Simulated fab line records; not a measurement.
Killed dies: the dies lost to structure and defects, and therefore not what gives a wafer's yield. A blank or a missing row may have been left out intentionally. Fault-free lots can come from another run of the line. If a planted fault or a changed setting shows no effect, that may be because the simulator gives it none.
The tool behind it: which one? || flow n5 finfet || 10 lots with 30 wafers sampled at 3 steps, on a route of 1938 steps

WHAT THE GAUGES READ, wafer by wafer
N5_BEOL_M14_CD_MEAS_28: target cd 284.4 nm.
{"lot": "L198", "measured": "day 11 12:37", "on": "cd sem-02", "cd nm (nm)": "283.2 283.0 285.4"}
{"lot": "L202", "measured": "day 12 01:17", "on": "cd sem-03", "cd nm (nm)": "285.0 284.4 286.1"}
{"lot": "L203", "measured": "day 12 06:53", "on": "cd sem-03", "cd nm (nm)": "283.6 282.7 283.6"}
{"lot": "L206", "measured": "day 13 05:28", "on": "cd sem-03", "cd nm (nm)": "282.6 284.4 283.6"}
{"lot": "L204", "measured": "day 13 13:16", "on": "cd sem-02", "cd nm (nm)": "284.2 284.1 283.0"}
{"lot": "L211", "measured": "day 14 00:40", "on": "cd sem-03", "cd nm (nm)": "292.6 292.2 293.3"}
{"lot": "L215", "measured": "day 15 04:18", "on": "cd sem-03", "cd nm (nm)": "289.2 289.9 289.7"}
{"lot": "L213", "measured": "day 15 10:17", "on": "cd sem-03", "cd nm (nm)": "284.0 285.4 286.2"}
{"lot": "L219", "measured": "day 16 09:43", "on": "cd sem-03", "cd nm (nm)": "284.1 283.7 283.5"}
{"lot": "L220", "measured": "day 16 12:12", "on": "cd sem-02", "cd nm (nm)": "284.8 285.1 285.1"}

WHAT TOOL EACH LOT RAN ON (gives the tool, then ch and the chambers of the sampled wafers, and finally the start)
{"lot": "L198", "N5_BEOL_M14_STRIP_64": "rie diel-02 ch 0,2,3, day 11 12:17 or earlier", "N5_BEOL_M14_EXPOSE_25": "krf scanner-02 ch 0, day 11 12:28"}
{"lot": "L202", "N5_BEOL_M14_STRIP_64": "rie diel-02 ch 0,2,3, day 12 00:50 or earlier", "N5_BEOL_M14_EXPOSE_25": "krf scanner-01 ch 0, day 12 01:07"}
{"lot": "L203", "N5_BEOL_M14_STRIP_64": "rie diel-04 ch 0,3, day 12 06:26 or earlier", "N5_BEOL_M14_EXPOSE_25": "krf scanner-02 ch 0, day 12 06:43"}
{"lot": "L206", "N5_BEOL_M14_STRIP_64": "rie diel-02 ch 0,1,3, day 13 05:08 or earlier", "N5_BEOL_M14_EXPOSE_25": "krf scanner-01 ch 0, day 13 05:17"}
{"lot": "L204", "N5_BEOL_M14_STRIP_64": "rie diel-03 ch 1,2, day 13 12:49 or earlier", "N5_BEOL_M14_EXPOSE_25": "krf scanner-02 ch 0, day 13 13:05"}
{"lot": "L211", "N5_BEOL_M14_STRIP_64": "rie diel-02 ch 0,1,2, day 14 00:20 or earlier", "N5_BEOL_M14_EXPOSE_25": "krf scanner-02 ch 0, day 14 00:29"}
{"lot": "L215", "N5_BEOL_M14_STRIP_64": "rie diel-04 ch 0,2,3, day 15 03:50 or earlier", "N5_BEOL_M14_EXPOSE_25": "krf scanner-02 ch 0, day 15 04:07"}
{"lot": "L213", "N5_BEOL_M14_STRIP_64": "rie diel-03 ch 0,2,3, day 15 09:50 or earlier", "N5_BEOL_M14_EXPOSE_25": "krf scanner-01 ch 0, day 15 10:07"}
{"lot": "L219", "N5_BEOL_M14_STRIP_64": "rie diel-02 ch 1,2, day 16 09:16 or earlier", "N5_BEOL_M14_EXPOSE_25": "krf scanner-01 ch 0, day 16 09:32"}
{"lot": "L220", "N5_BEOL_M14_STRIP_64": "rie diel-02 ch 0,1,2, day 16 11:53 or earlier", "N5_BEOL_M14_EXPOSE_25": "krf scanner-01 ch 0, day 16 12:02"}
- N5_BEOL_M14_STRIP_64: strips in O2.
- N5_BEOL_M14_EXPOSE_25: exposes mask M14, target cd 280 nm.

THE ANSWER, worked out from the rows above alone
Rule: usual is defined by the lots themselves. The widest of any qualifying gaps counts: lots, ordered by their means at a reading, are off when they make up no more than a third of the lots, leave a main group of 4 or more, and stand apart from it by 3 or more times the standard deviation of that group's means. Not used: any main group whose means are identical at the precision the tables above print for the reading. A lot without any number at a reading at which 4 lots or more have one is off too. All remaining lots with rows at the step are treated as sound.
Off: L211, L215 (N5_BEOL_M14_CD_MEAS_28, cd nm). The main group has a mean of 284.2 nm with a standard deviation of 0.73.
A tool fits if, at a process step before that reading, it ran every lot that is off, and no sound lot after the first of them. The gauges at N5_BEOL_M14_CD_MEAS_28 are tried like those tools. With no start given for some of its lots, N5_BEOL_M14_STRIP_64 uses the hours and lot order of N5_BEOL_M14_CD_MEAS_17. One candidate fits, namely krf scanner-02 at N5_BEOL_M14_EXPOSE_25. A fault onset in the window from L204 (day 13 13:05, its last sound lot) to L211 (day 14 00:29, its first lot off) fits.

WHAT HAD BEEN PUT IN BY THE SIMULATOR
Drift in process parameters on krf scanner-02 at N5_BEOL_M14_EXPOSE_25, starting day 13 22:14. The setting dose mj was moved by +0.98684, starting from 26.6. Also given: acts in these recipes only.
Struck lots among those shown: L211, L215. The rule above reached the same finding.
